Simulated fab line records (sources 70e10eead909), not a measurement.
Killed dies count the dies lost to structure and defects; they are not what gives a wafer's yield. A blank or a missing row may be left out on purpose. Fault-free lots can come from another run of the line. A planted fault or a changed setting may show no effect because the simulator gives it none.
Chamber matching | flow nand-harc | NHARC_A_SLIT_DEP_23 on pecvd-03 has 3 sister chambers
The step deposits SiON, target thk 100 nm. 3 wafers are shown with their chamber, then 11 later ones without.

== WAFERS, EACH WITH ITS CHAMBER ==
wafer  | chamber | heater-power-w (W)
L094.2 | 1       | 650
L094.4 | 2       | 632
L094.3 | 0       | 869

== WAFERS WHOSE CHAMBER IS MISSING ==
wafer  | heater-power-w (W)
L094.5 | 710
L094.6 | 650
L097.3 | 641
L097.4 | 641
L097.6 | 704
L096.2 | 713
L096.3 | 664
L096.4 | 713
L096.1 | 738
L096.5 | 729
L096.6 | 659

== WHICH CHAMBER EACH WENT THROUGH ==
wafer  | from the rows above          | in truth
L094.5 | can't be placed: 1 or 2 or 0 | 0
L094.6 | can't be placed: 1 or 2      | 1
L097.3 | can't be placed: 1 or 2      | 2
L097.4 | can't be placed: 1 or 2      | 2
L097.6 | can't be placed: 1 or 2      | 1
L096.2 | can't be placed: 1 or 2 or 0 | 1
L096.3 | can't be placed: 1 or 2      | 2
L096.4 | can't be placed: 1 or 2 or 0 | 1
L096.1 | can't be placed: 1 or 2 or 0 | 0
L096.5 | can't be placed: 1 or 2 or 0 | 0
L096.6 | can't be placed: 1 or 2      | 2
Placed correctly: 0 of 11. From these rows, 11 cannot be placed; in 11 the true chamber is one of the candidates. Wrongly placed: 0.
How it was worked out, from the rows above alone: a wafer's distance from a chamber is the root of the sum, over the readings, of the square of ((its reading less the chamber's mean) divided by the reading's scatter). If the next closest chamber is less than 2 further off than the closest, the wafer can't be placed; otherwise it belongs to the closest. A chamber's mean is the mean of its shown wafers. The scatter: root of mean squared gap, hidden wafer to nearest shown wafer, with one shown wafer a chamber.
